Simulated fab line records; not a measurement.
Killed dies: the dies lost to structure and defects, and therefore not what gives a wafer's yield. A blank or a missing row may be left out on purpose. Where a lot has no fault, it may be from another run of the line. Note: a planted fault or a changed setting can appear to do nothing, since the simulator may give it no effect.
The tool behind it: which one? || flow n5Finfet || 26 wafers from 9 lots sampled at 8 of the route's 1938 steps

WHAT THE GAUGES SHOWED, per wafer
N5_BEOL_M1_INSPECT_59: inspects for defects (darkfield). Usual: rawDefectCount 74, standard deviation 23.
{"lot": "L836", "measured": "day 8 08:13", "on": "defectInspect-02", "rawDefectCount": "114 121", "flag": ""}
{"lot": "L841", "measured": "day 9 09:33", "on": "defectInspect-02", "rawDefectCount": "99 98 86", "flag": ""}
{"lot": "L843", "measured": "day 9 09:54", "on": "defectInspect-02", "rawDefectCount": "54 61 44", "flag": ""}
{"lot": "L845", "measured": "day 9 12:54", "on": "defectInspect-01", "rawDefectCount": "64 80 42", "flag": ""}
{"lot": "L842", "measured": "day 9 13:08", "on": "defectInspect-01", "rawDefectCount": "44 102 81", "flag": ""}
{"lot": "L852", "measured": "day 11 04:15", "on": "defectInspect-01", "rawDefectCount": "62 366 66", "flag": "OFF"}
{"lot": "L854", "measured": "day 11 18:55", "on": "defectInspect-02", "rawDefectCount": "54 75 67", "flag": ""}
{"lot": "L856", "measured": "day 12 02:41", "on": "defectInspect-01", "rawDefectCount": "75 70 95", "flag": ""}
{"lot": "L858", "measured": "day 12 11:40", "on": "defectInspect-01", "rawDefectCount": "69 46 43", "flag": ""}

N5_BEOL_M2_INSPECT_13: inspects for defects (brightfield). Usual: rawDefectCount 408, standard deviation 95.
{"lot": "L836", "measured": "day 8 09:35", "on": "defectInspect-02", "rawDefectCount": "492 449", "flag": ""}
{"lot": "L841", "measured": "day 9 12:33", "on": "defectInspect-02", "rawDefectCount": "389 420 406", "flag": ""}
{"lot": "L843", "measured": "day 9 12:47", "on": "defectInspect-02", "rawDefectCount": "319 425 284", "flag": ""}
{"lot": "L845", "measured": "day 9 14:19", "on": "defectInspect-02", "rawDefectCount": "486 383 261", "flag": ""}
{"lot": "L842", "measured": "day 9 14:41", "on": "defectInspect-01", "rawDefectCount": "349 441 272", "flag": ""}
{"lot": "L852", "measured": "day 11 05:30", "on": "defectInspect-01", "rawDefectCount": "322 738 368", "flag": ""}
{"lot": "L854", "measured": "day 11 20:24", "on": "defectInspect-02", "rawDefectCount": "373 448 374", "flag": ""}
{"lot": "L856", "measured": "day 12 07:26", "on": "defectInspect-02", "rawDefectCount": "445 407 428", "flag": ""}
{"lot": "L858", "measured": "day 12 13:07", "on": "defectInspect-02", "rawDefectCount": "365 352 212", "flag": ""}

N5_BEOL_M2_INSPECT_30: inspects for defects (brightfield). Usual: rawDefectCount 414, standard deviation 97.
{"lot": "L836", "measured": "day 8 10:29", "on": "defectInspect-01", "rawDefectCount": "512 476", "flag": ""}
{"lot": "L841", "measured": "day 9 13:43", "on": "defectInspect-02", "rawDefectCount": "396 392 419", "flag": ""}
{"lot": "L843", "measured": "day 9 13:59", "on": "defectInspect-02", "rawDefectCount": "311 417 302", "flag": ""}
{"lot": "L845", "measured": "day 9 15:17", "on": "defectInspect-01", "rawDefectCount": "515 403 287", "flag": ""}
{"lot": "L842", "measured": "day 9 15:35", "on": "defectInspect-01", "rawDefectCount": "353 462 264", "flag": ""}
{"lot": "L852", "measured": "day 11 06:22", "on": "defectInspect-01", "rawDefectCount": "341 767 372", "flag": ""}
{"lot": "L854", "measured": "day 11 21:24", "on": "defectInspect-01", "rawDefectCount": "411 493 390", "flag": ""}
{"lot": "L856", "measured": "day 12 08:21", "on": "defectInspect-02", "rawDefectCount": "434 400 435", "flag": ""}
{"lot": "L858", "measured": "day 12 14:12", "on": "defectInspect-02", "rawDefectCount": "372 354 214", "flag": ""}

N5_BEOL_M4_RC_MEAS_101. Usual: DIBL_N 36.1 mV/V, standard deviation 2.3; DIBL_P 36 mV/V, standard deviation 3.2; IOFF_N 0.16 nA/um, standard deviation 0.045; IOFF_P 0.21 nA/um, standard deviation 0.049; ION_N 674 uA/um, standard deviation 14; ION_P 462 uA/um, standard deviation 8.4; SS_N 71.6 mV/dec, standard deviation 0.83; SS_P 73.2 mV/dec, standard deviation 0.87; VT_N 249 mV, standard deviation 3.8; VT_P -250 mV, standard deviation 3.4.
{"lot": "L836", "measured": "day 12 07:51", "on": "prober-01", "DIBL_N (mV/V)": "33.3 34.5", "DIBL_P (mV/V)": "35 36", "IOFF_N (nA/um)": "0.12 0.13", "IOFF_P (nA/um)": "0.19 0.23", "ION_N (uA/um)": "655 664", "ION_P (uA/um)": "460 464", "SS_N (mV/dec)": "70.6 70.5", "SS_P (mV/dec)": "73.0 72.7", "VT_N (mV)": "254 249", "VT_P (mV)": "-250 -244", "flag": ""}
{"lot": "L841", "measured": "day 12 13:42", "on": "prober-02", "DIBL_N (mV/V)": "35.9 31.9 35.3", "DIBL_P (mV/V)": "36 31 34", "IOFF_N (nA/um)": "0.16 0.10 0.16", "IOFF_P (nA/um)": "0.18 0.13 0.17", "ION_N (uA/um)": "671 663 670", "ION_P (uA/um)": "449 451 453", "SS_N (mV/dec)": "71.5 69.7 70.8", "SS_P (mV/dec)": "74.0 72.0 72.7", "VT_N (mV)": "248 252 246", "VT_P (mV)": "-250 -256 -255", "flag": ""}
{"lot": "L843", "measured": "day 12 22:52", "on": "prober-02", "DIBL_N (mV/V)": "34.9 36.0 34.8", "DIBL_P (mV/V)": "34 36 33", "IOFF_N (nA/um)": "0.12 0.14 0.12", "IOFF_P (nA/um)": "0.15 0.19 0.15", "ION_N (uA/um)": "652 668 645", "ION_P (uA/um)": "444 456 439", "SS_N (mV/dec)": "70.7 71.9 70.9", "SS_P (mV/dec)": "71.9 73.5 72.9", "VT_N (mV)": "253 251 254", "VT_P (mV)": "-255 -255 -257", "flag": ""}
{"lot": "L845", "measured": "day 13 15:51", "on": "prober-01", "DIBL_N (mV/V)": "33.8 34.2 34.2", "DIBL_P (mV/V)": "34 34 34", "IOFF_N (nA/um)": "0.16 0.14 0.15", "IOFF_P (nA/um)": "0.22 0.21 0.21", "ION_N (uA/um)": "667 662 684", "ION_P (uA/um)": "462 460 474", "SS_N (mV/dec)": "71.5 71.5 71.1", "SS_P (mV/dec)": "73.0 72.4 73.1", "VT_N (mV)": "248 250 248", "VT_P (mV)": "-248 -249 -249", "flag": ""}
{"lot": "L842", "measured": "day 13 23:03", "on": "prober-02", "DIBL_N (mV/V)": "37.8 42.2 36.9", "DIBL_P (mV/V)": "38 44 37", "IOFF_N (nA/um)": "0.18 0.31 0.17", "IOFF_P (nA/um)": "0.23 0.34 0.22", "ION_N (uA/um)": "684 692 694", "ION_P (uA/um)": "470 471 468", "SS_N (mV/dec)": "72.6 73.7 71.5", "SS_P (mV/dec)": "73.9 76.2 73.5", "VT_N (mV)": "251 243 246", "VT_P (mV)": "-250 -247 -250", "flag": ""}
{"lot": "L852", "measured": "day 15 19:12", "on": "prober-01", "DIBL_N (mV/V)": "34.4 35.0 35.4", "DIBL_P (mV/V)": "36 37 37", "IOFF_N (nA/um)": "0.14 0.14 0.15", "IOFF_P (nA/um)": "0.16 0.19 0.19", "ION_N (uA/um)": "672 678 676", "ION_P (uA/um)": "458 466 465", "SS_N (mV/dec)": "71.9 72.0 72.3", "SS_P (mV/dec)": "72.9 73.1 73.5", "VT_N (mV)": "251 254 251", "VT_P (mV)": "-255 -256 -253", "flag": ""}
{"lot": "L854", "measured": "day 17 04:29", "on": "prober-01", "DIBL_N (mV/V)": "35.1 36.6 35.3", "DIBL_P (mV/V)": "37 38 37", "IOFF_N (nA/um)": "0.15 0.19 0.15", "IOFF_P (nA/um)": "0.23 0.23 0.21", "ION_N (uA/um)": "659 682 665", "ION_P (uA/um)": "460 457 454", "SS_N (mV/dec)": "71.3 72.4 71.9", "SS_P (mV/dec)": "73.8 73.2 73.4", "VT_N (mV)": "250 248 252", "VT_P (mV)": "-250 -250 -250", "flag": ""}
{"lot": "L856", "measured": "day 17 04:50", "on": "prober-02", "DIBL_N (mV/V)": "40.9 40.3 39.2", "DIBL_P (mV/V)": "44 43 41", "IOFF_N (nA/um)": "0.28 0.30 0.26", "IOFF_P (nA/um)": "0.38 0.36 0.31", "ION_N (uA/um)": "686 695 685", "ION_P (uA/um)": "469 472 464", "SS_N (mV/dec)": "73.0 72.4 72.8", "SS_P (mV/dec)": "75.4 74.8 75.0", "VT_N (mV)": "241 239 243", "VT_P (mV)": "-241 -240 -243", "flag": ""}
{"lot": "L858", "measured": "day 17 10:15", "on": "prober-01", "DIBL_N (mV/V)": "37.5 40.1 37.4", "DIBL_P (mV/V)": "39 42 38", "IOFF_N (nA/um)": "0.20 0.24 0.19", "IOFF_P (nA/um)": "0.25 0.29 0.24", "ION_N (uA/um)": "683 679 681", "ION_P (uA/um)": "463 461 466", "SS_N (mV/dec)": "72.7 72.7 72.0", "SS_P (mV/dec)": "73.3 74.2 73.7", "VT_N (mV)": "246 246 247", "VT_P (mV)": "-248 -248 -247", "flag": ""}

WHICH TOOL RAN EACH LOT (tool, then ch and the chambers of the sampled wafers, then the start)
{"lot": "L836", "N5_BEOL_M1_ANNEAL_87": "pvdSputter-01, day 8 05:58", "N5_BEOL_M1_SPUTTER_90": "pvdSputter-01, day 8 06:19", "N5_BEOL_M1_ANNEAL_95": "pvdSputter-01, day 8 06:50", "N5_BEOL_M1_CMP_52": "cmp-04 ch 0,3, day 8 07:40"}
{"lot": "L841", "N5_BEOL_M1_ANNEAL_87": "pvdSputter-02, day 9 07:25", "N5_BEOL_M1_SPUTTER_90": "pvdSputter-02, day 9 07:47", "N5_BEOL_M1_ANNEAL_95": "pvdSputter-02, day 9 08:18", "N5_BEOL_M1_CMP_52": "cmp-04 ch 0,2,3, day 9 08:57"}
{"lot": "L843", "N5_BEOL_M1_ANNEAL_87": "pvdSputter-03, day 9 07:48", "N5_BEOL_M1_SPUTTER_90": "pvdSputter-03, day 9 08:10", "N5_BEOL_M1_ANNEAL_95": "pvdSputter-03, day 9 08:41", "N5_BEOL_M1_CMP_52": "cmp-03 ch 1,2, day 9 09:21"}
{"lot": "L845", "N5_BEOL_M1_ANNEAL_87": "pvdSputter-03, day 9 10:48", "N5_BEOL_M1_SPUTTER_90": "pvdSputter-03, day 9 11:10", "N5_BEOL_M1_ANNEAL_95": "pvdSputter-03, day 9 11:41", "N5_BEOL_M1_CMP_52": "cmp-03 ch 0,1,2, day 9 12:23"}
{"lot": "L842", "N5_BEOL_M1_ANNEAL_87": "pvdSputter-02, day 9 10:53", "N5_BEOL_M1_SPUTTER_90": "pvdSputter-02, day 9 11:14", "N5_BEOL_M1_ANNEAL_95": "pvdSputter-02, day 9 11:46", "N5_BEOL_M1_CMP_52": "cmp-01 ch 0,1,2, day 9 12:36"}
{"lot": "L852", "N5_BEOL_M1_ANNEAL_87": "pvdSputter-03, day 11 02:10", "N5_BEOL_M1_SPUTTER_90": "pvdSputter-03, day 11 02:31", "N5_BEOL_M1_ANNEAL_95": "pvdSputter-03, day 11 03:02", "N5_BEOL_M1_CMP_52": "cmp-01 ch 0,2,3, day 11 03:43"}
{"lot": "L854", "N5_BEOL_M1_ANNEAL_87": "pvdSputter-02, day 11 16:49", "N5_BEOL_M1_SPUTTER_90": "pvdSputter-02, day 11 17:11", "N5_BEOL_M1_ANNEAL_95": "pvdSputter-02, day 11 17:42", "N5_BEOL_M1_CMP_52": "cmp-03 ch 0,1,3, day 11 18:25"}
{"lot": "L856", "N5_BEOL_M1_ANNEAL_87": "pvdSputter-01, day 12 00:36", "N5_BEOL_M1_SPUTTER_90": "pvdSputter-01, day 12 00:58", "N5_BEOL_M1_ANNEAL_95": "pvdSputter-01, day 12 01:29", "N5_BEOL_M1_CMP_52": "cmp-03 ch 2,3, day 12 02:07"}
{"lot": "L858", "N5_BEOL_M1_ANNEAL_87": "pvdSputter-03, day 12 09:34", "N5_BEOL_M1_SPUTTER_90": "pvdSputter-03, day 12 09:55", "N5_BEOL_M1_ANNEAL_95": "pvdSputter-03, day 12 10:26", "N5_BEOL_M1_CMP_52": "cmp-04 ch 1,2,3, day 12 11:08"}
- N5_BEOL_M1_ANNEAL_87: time 240 s.
- N5_BEOL_M1_SPUTTER_90: material Cu, target thk 4.5 nm, time 8.29 s.
- N5_BEOL_M1_ANNEAL_95: time 240 s.
- N5_BEOL_M1_CMP_52: polishes, stops on SiOC, t overpolish 6.8 s, target thk 40 nm.

WHAT THE TOOLS THEMSELVES READ (means of the sampled wafers that have a number; where no wafer has one, the mark that the record gives instead)
N5_BEOL_M1_ANNEAL_87. Usual: heaterPowerW 781 W, standard deviation 68.
{"lot": "L836", "tool": "pvdSputter-01", "heaterPowerW (W)": 780, "flag": ""}
{"lot": "L841", "tool": "pvdSputter-02", "heaterPowerW (W)": 783, "flag": ""}
{"lot": "L843", "tool": "pvdSputter-03", "heaterPowerW (W)": 800, "flag": ""}
{"lot": "L845", "tool": "pvdSputter-03", "heaterPowerW (W)": 734, "flag": ""}
{"lot": "L842", "tool": "pvdSputter-02", "heaterPowerW (W)": 777, "flag": ""}
{"lot": "L852", "tool": "pvdSputter-03", "heaterPowerW (W)": 738, "flag": ""}
{"lot": "L854", "tool": "pvdSputter-02", "heaterPowerW (W)": 741, "flag": ""}
{"lot": "L856", "tool": "pvdSputter-01", "heaterPowerW (W)": 844, "flag": ""}
{"lot": "L858", "tool": "pvdSputter-03", "heaterPowerW (W)": 722, "flag": ""}

N5_BEOL_M1_SPUTTER_90. Usual: throttleValvePct 30.0 %, standard deviation 0.71.
{"lot": "L836", "tool": "pvdSputter-01", "throttleValvePct (%)": 30.4, "flag": ""}
{"lot": "L841", "tool": "pvdSputter-02", "throttleValvePct (%)": 30.1, "flag": ""}
{"lot": "L843", "tool": "pvdSputter-03", "throttleValvePct (%)": 30.1, "flag": ""}
{"lot": "L845", "tool": "pvdSputter-03", "throttleValvePct (%)": 30.0, "flag": ""}
{"lot": "L842", "tool": "pvdSputter-02", "throttleValvePct (%)": 30.1, "flag": ""}
{"lot": "L852", "tool": "pvdSputter-03", "throttleValvePct (%)": 29.8, "flag": ""}
{"lot": "L854", "tool": "pvdSputter-02", "throttleValvePct (%)": 29.9, "flag": ""}
{"lot": "L856", "tool": "pvdSputter-01", "throttleValvePct (%)": 29.6, "flag": ""}
{"lot": "L858", "tool": "pvdSputter-03", "throttleValvePct (%)": 29.3, "flag": ""}

N5_BEOL_M1_ANNEAL_95. Usual: heaterPowerW 782 W, standard deviation 70.
{"lot": "L836", "tool": "pvdSputter-01", "heaterPowerW (W)": 759, "flag": ""}
{"lot": "L841", "tool": "pvdSputter-02", "heaterPowerW (W)": 783, "flag": ""}
{"lot": "L843", "tool": "pvdSputter-03", "heaterPowerW (W)": 803, "flag": ""}
{"lot": "L845", "tool": "pvdSputter-03", "heaterPowerW (W)": 745, "flag": ""}
{"lot": "L842", "tool": "pvdSputter-02", "heaterPowerW (W)": 771, "flag": ""}
{"lot": "L852", "tool": "pvdSputter-03", "heaterPowerW (W)": 746, "flag": ""}
{"lot": "L854", "tool": "pvdSputter-02", "heaterPowerW (W)": 749, "flag": ""}
{"lot": "L856", "tool": "pvdSputter-01", "heaterPowerW (W)": 857, "flag": ""}
{"lot": "L858", "tool": "pvdSputter-03", "heaterPowerW (W)": 733, "flag": ""}

N5_BEOL_M1_CMP_52. Usual: barrierFieldEndpointS 24.8 s, standard deviation 0.88; motorCurrentA 6.2 A, standard deviation 0.5; overpolishRunS 6.800 s, standard deviation 0.0094; timeToEndpointS 63 s, standard deviation 4.1.
{"lot": "L836", "tool": "cmp-04", "barrierFieldEndpointS (s)": 24.2, "motorCurrentA (A)": 6.1, "overpolishRunS (s)": 6.800, "timeToEndpointS (s)": 58, "flag": ""}
{"lot": "L841", "tool": "cmp-04", "barrierFieldEndpointS (s)": 24.7, "motorCurrentA (A)": 6.0, "overpolishRunS (s)": 6.792, "timeToEndpointS (s)": 61, "flag": ""}
{"lot": "L843", "tool": "cmp-03", "barrierFieldEndpointS (s)": 25.1, "motorCurrentA (A)": 6.7, "overpolishRunS (s)": 6.797, "timeToEndpointS (s)": 64, "flag": ""}
{"lot": "L845", "tool": "cmp-03", "barrierFieldEndpointS (s)": 24.3, "motorCurrentA (A)": 6.7, "overpolishRunS (s)": 6.797, "timeToEndpointS (s)": 62, "flag": ""}
{"lot": "L842", "tool": "cmp-01", "barrierFieldEndpointS (s)": 24.9, "motorCurrentA (A)": 5.9, "overpolishRunS (s)": 6.797, "timeToEndpointS (s)": 58, "flag": ""}
{"lot": "L852", "tool": "cmp-01", "barrierFieldEndpointS (s)": 23.5, "motorCurrentA (A)": 6.0, "overpolishRunS (s)": 6.799, "timeToEndpointS (s)": 58, "flag": ""}
{"lot": "L854", "tool": "cmp-03", "barrierFieldEndpointS (s)": 25.6, "motorCurrentA (A)": 6.3, "overpolishRunS (s)": 6.797, "timeToEndpointS (s)": 67, "flag": ""}
{"lot": "L856", "tool": "cmp-03", "barrierFieldEndpointS (s)": 25.1, "motorCurrentA (A)": 6.2, "overpolishRunS (s)": 6.807, "timeToEndpointS (s)": 62, "flag": ""}
{"lot": "L858", "tool": "cmp-04", "barrierFieldEndpointS (s)": 25.3, "motorCurrentA (A)": 6.1, "overpolishRunS (s)": 6.797, "timeToEndpointS (s)": 61, "flag": ""}

THE ANSWER, worked out from the rows above alone
Rule: lot off if the mean of its wafers having a number is beyond 3 standard deviations from the usual mean. A lot without any number at a reading at which 4 lots or more have one is off too. Any other lot the step has rows for is counted as sound. Order of review: gauges by route order, followed by the tools' own readings, for which a lot's mean as printed above is used. At the first step where some lot is off, the reading lying furthest off is the one used; lots without a number count as furthest.
Off, at N5_BEOL_M1_INSPECT_59 on rawDefectCount: L852.
A tool fits if, at a process step before that reading, it ran every lot that is off, and no sound lot after the first of them. Those tools and the gauges at N5_BEOL_M1_INSPECT_59 are tried in the same way. One fits: N5_BEOL_M1_CMP_52 on cmp-01. A fault onset in the window from L842 (day 9 12:36, its last sound lot) to L852 (day 11 03:43, its first lot off) fits.

WHAT WAS PUT IN BY THE SIMULATOR
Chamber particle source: cmp-01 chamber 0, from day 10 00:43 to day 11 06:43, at N5_BEOL_M1_CMP_52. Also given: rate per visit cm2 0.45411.
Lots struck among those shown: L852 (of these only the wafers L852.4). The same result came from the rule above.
